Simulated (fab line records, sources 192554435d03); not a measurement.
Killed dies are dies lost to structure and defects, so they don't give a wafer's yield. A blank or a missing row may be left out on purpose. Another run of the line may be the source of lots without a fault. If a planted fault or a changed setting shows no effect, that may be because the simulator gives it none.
Which of the tools did it?	flow n5 finfet	9 lots, 27 wafers sampled, at 5 steps of a route of 1938

WHAT THE GAUGES SHOWED, per wafer
N5_HKMG_FIN_INSPECT_61: inspects for defects (macro). Usual: raw defect count reads 2.0 (standard deviation 1.3).
lot	measured	on	raw defect count	flag
L555	day 4 07:15	defect inspect-01	1 1 1	
L559	day 5 07:38	defect inspect-01	1 1 2	
L561	day 5 19:37	defect inspect-02	2 1 0	
L563	day 6 05:09	defect inspect-01	1 2 2	
L564	day 6 11:14	defect inspect-02	2 3 0	
L565	day 6 18:32	defect inspect-02	2 2 3	
L568	day 7 13:51	defect inspect-02	0 2 3	
L574	day 9 02:52	defect inspect-02	1 2 2	
L577	day 9 20:43	defect inspect-01	1 2 3	

N5_BEOL_M4_RC_MEAS_101. Usual: DIBL_N 36.0 mV/V, standard deviation 2.5; DIBL_P 36.7 mV/V, standard deviation 3; IOFF_N 0.16 nA/um, standard deviation 0.043; IOFF_P 0.21 nA/um, standard deviation 0.049; ION_N 673 uA/um, standard deviation 15; ION_P 461 uA/um, standard deviation 9.8; SS_N 71.5 mV/dec, standard deviation 0.83; SS_P 73.4 mV/dec, standard deviation 0.83; VT_N 250 mV, standard deviation 4; VT_P -251 mV, standard deviation 4.
lot	measured	on	DIBL_N (mV/V)	DIBL_P (mV/V)	IOFF_N (nA/um)	IOFF_P (nA/um)	ION_N (uA/um)	ION_P (uA/um)	SS_N (mV/dec)	SS_P (mV/dec)	VT_N (mV)	VT_P (mV)	flag
L555	day 7 16:49	prober-02	41.7 36.4 36.7	41.5 34.4 34.5	0.27 0.14 0.15	0.30 0.17 0.18	687 663 664	465 449 449	73.2 71.2 71.7	75.1 73.3 74.0	244 255 255	-247 -257 -255	
L559	day 9 00:22	prober-01	40.5 32.2 38.0	41.9 32.5 39.1	0.23 0.09 0.18	0.29 0.15 0.24	687 647 681	465 452 465	72.0 69.8 71.5	73.8 71.4 73.0	244 258 248	-245 -253 -247	
L561	day 9 20:40	prober-02	30.3 31.6 36.3	32.5 34.5 39.7	0.10 0.12 0.23	0.14 0.16 0.26	645 651 681	441 453 464	71.2 70.9 73.6	71.8 72.6 73.7	256 252 244	-257 -254 -246	
L563	day 10 02:14	prober-01	39.2 35.1 33.3	43.4 35.1 35.7	0.28 0.17 0.13	0.33 0.18 0.17	689 666 677	471 456 464	72.0 71.2 69.9	75.1 73.2 72.6	242 249 251	-243 -254 -253	
L564	day 10 04:03	prober-02	39.1 37.2 34.3	38.4 37.8 34.9	0.18 0.15 0.12	0.22 0.21 0.18	668 665 651	458 455 456	72.7 71.9 70.4	74.4 73.5 73.3	251 251 254	-250 -252 -255	
L565	day 11 02:02	prober-02	39.5 35.1 37.1	40.3 34.3 36.4	0.23 0.14 0.19	0.28 0.19 0.21	685 686 678	460 473 457	72.8 70.6 71.6	74.4 73.1 73.3	245 252 247	-247 -254 -253	
L568	day 11 03:30	prober-01	41.8 34.5 35.7	41.4 32.9 33.3	0.27 0.13 0.13	0.33 0.18 0.18	684 668 650	463 462 447	73.2 70.4 71.9	74.9 72.5 73.4	247 251 256	-243 -251 -251	
L574	day 13 08:08	prober-01	37.2 33.4 34.2	38.7 33.9 34.3	0.19 0.13 0.15	0.26 0.19 0.20	677 662 682	464 463 472	71.9 70.9 71.5	73.6 72.9 72.6	248 253 246	-248 -250 -249	
L577	day 14 13:20	prober-01	35.6 37.2 35.3	36.6 38.3 36.1	0.14 0.17 0.13	0.17 0.19 0.16	672 683 650	454 463 445	71.1 71.8 70.9	72.9 73.6 73.2	252 251 254	-256 -254 -258	

TOOL THAT RAN EACH LOT (tool first, then ch and the chambers of the sampled wafers, then the start)
lot	N5_HKMG_FIN_ALD_79	N5_HKMG_FIN_PWFM_ALD_03	N5_HKMG_FIN_ETCH_32
L555	ald metal-01 ch 1,2, day 4 09:13	ald metal-03 ch 0,1,2, day 4 10:23	rie diel-04 ch 0,1, day 4 11:25
L559	ald metal-04 ch 0,1,3, day 5 09:02	ald metal-04 ch 0,1,3, day 5 10:08	rie diel-06 ch 0,1,2, day 5 11:01
L561	ald metal-01 ch 0,2,3, day 5 21:01	ald metal-04 ch 0,1,3, day 5 22:05	rie diel-06 ch 1,3, day 5 23:13
L563	ald metal-03 ch 0,3, day 6 06:33	ald metal-04 ch 0,2, day 6 07:38	rie diel-05 ch 1,2, day 6 08:41
L564	ald metal-04 ch 0,1,2, day 6 12:39	ald metal-04 ch 0,1,3, day 6 13:44	rie diel-06 ch 2,3, day 6 14:45
L565	ald metal-03 ch 0,2, day 6 19:56	ald metal-03 ch 0,2,3, day 6 21:01	rie diel-04 ch 0,2, day 6 22:02
L568	ald metal-03 ch 0,1,3, day 7 15:16	ald metal-04 ch 1,3, day 7 16:36	rie diel-04 ch 0,1,3, day 7 17:56
L574	ald metal-03 ch 0,1,2, day 9 04:17	ald metal-03 ch 0,2, day 9 05:29	rie diel-06 ch 1,3, day 9 06:30
L577	ald metal-01 ch 0,1,3, day 9 23:23	ald metal-01 ch 0,2,3, day 10 00:43	rie diel-04 ch 1,2, day 10 01:57
- N5_HKMG_FIN_ALD_79: deposits TiN, target thk 1.5 nm, pulse time 1 s, purge time 3 s.
- N5_HKMG_FIN_PWFM_ALD_03: deposits TiN, target thk 2 nm, pulse time 1 s, purge time 3 s.
- N5_HKMG_FIN_ETCH_32: etches SOC in N2/H2, target depth 240 nm, time 300 s.

AS READ BY THE TOOLS THEMSELVES (means over the sampled wafers that have a number; for cases with no such wafer, the mark the record gives instead)
N5_HKMG_FIN_ALD_79. Usual: heater power w 940 W, standard deviation 100; precursor pulse height rel 1.002, standard deviation 0.019; susceptor temp C 400.04 C, standard deviation 0.2.
lot	tool	heater power w (W)	precursor pulse height rel	susceptor temp C (C)	flag
L555	ald metal-01	1007	1.016	400.16	
L559	ald metal-04	935	1.017	400.08	
L561	ald metal-01	938	0.988	399.95	
L563	ald metal-03	919	1.005	400.07	
L564	ald metal-04	929	1.013	400.03	
L565	ald metal-03	786	0.993	399.98	
L568	ald metal-03	923	1.005	399.94	
L574	ald metal-03	882	0.992	400.05	
L577	ald metal-01	873	0.998	399.87	

N5_HKMG_FIN_PWFM_ALD_03. Usual: heater power w 946 W, standard deviation 97; precursor pulse height rel 1.000, standard deviation 0.019; susceptor temp C 400.00 C, standard deviation 0.22.
lot	tool	heater power w (W)	precursor pulse height rel	susceptor temp C (C)	flag
L555	ald metal-03	905	0.994	399.81	
L559	ald metal-04	952	1.002	400.04	
L561	ald metal-04	946	1.008	399.97	
L563	ald metal-04	985	0.994	399.85	
L564	ald metal-04	957	0.993	399.86	
L565	ald metal-03	880	0.985	400.23	
L568	ald metal-04	1010	0.989	399.99	
L574	ald metal-03	845	0.997	400.19	
L577	ald metal-01	934	1.019	400.07	

N5_HKMG_FIN_ETCH_32. Usual: drypump motor current A 5.8 A, standard deviation 0.46; oes product au 0.76 a.u., standard deviation 0.09; rf vpp V 522.4 V, standard deviation 2.2; showerhead plenum p Torr 2.49 Torr, standard deviation 0.074; throttle valve pct 17.87 %, standard deviation 0.28.
lot	tool	drypump motor current A (A)	oes product au (a.u.)	rf vpp V (V)	showerhead plenum p Torr (Torr)	throttle valve pct (%)	flag
L555	rie diel-04	5.5	0.71	521.0	2.43	17.71	
L559	rie diel-06	6.1	0.72	521.9	2.48	18.10	
L561	rie diel-06	6.3	0.86	522.4	2.50	17.86	
L563	rie diel-05	5.7	0.84	523.9	2.56	17.65	
L564	rie diel-06	5.8	0.79	521.2	2.46	18.01	
L565	rie diel-04	5.7	0.70	522.8	2.49	17.95	
L568	rie diel-04	5.4	0.77	521.6	2.44	17.56	
L574	rie diel-06	6.3	0.82	521.4	2.49	17.91	
L577	rie diel-04	5.6	0.71	524.2	2.57	17.90	

THE ANSWER, worked out from the rows above alone
Rule: a lot counts as off when the mean over its wafers that have a number is more than 3 standard deviations away from the usual mean. A lot without any number at a reading at which 4 lots or more have one is off too. All remaining lots with rows at the step are treated as sound. Order of review: gauges by route order, followed by the tools' own readings, for which a lot's mean as printed above is used. The first step at which some lot is off is used, and at that step the reading that is off furthest; a lot without a number counts as furthest.
No lot is off at any reading shown: from this, nothing can be told.

WHAT THE SIMULATOR PUT IN
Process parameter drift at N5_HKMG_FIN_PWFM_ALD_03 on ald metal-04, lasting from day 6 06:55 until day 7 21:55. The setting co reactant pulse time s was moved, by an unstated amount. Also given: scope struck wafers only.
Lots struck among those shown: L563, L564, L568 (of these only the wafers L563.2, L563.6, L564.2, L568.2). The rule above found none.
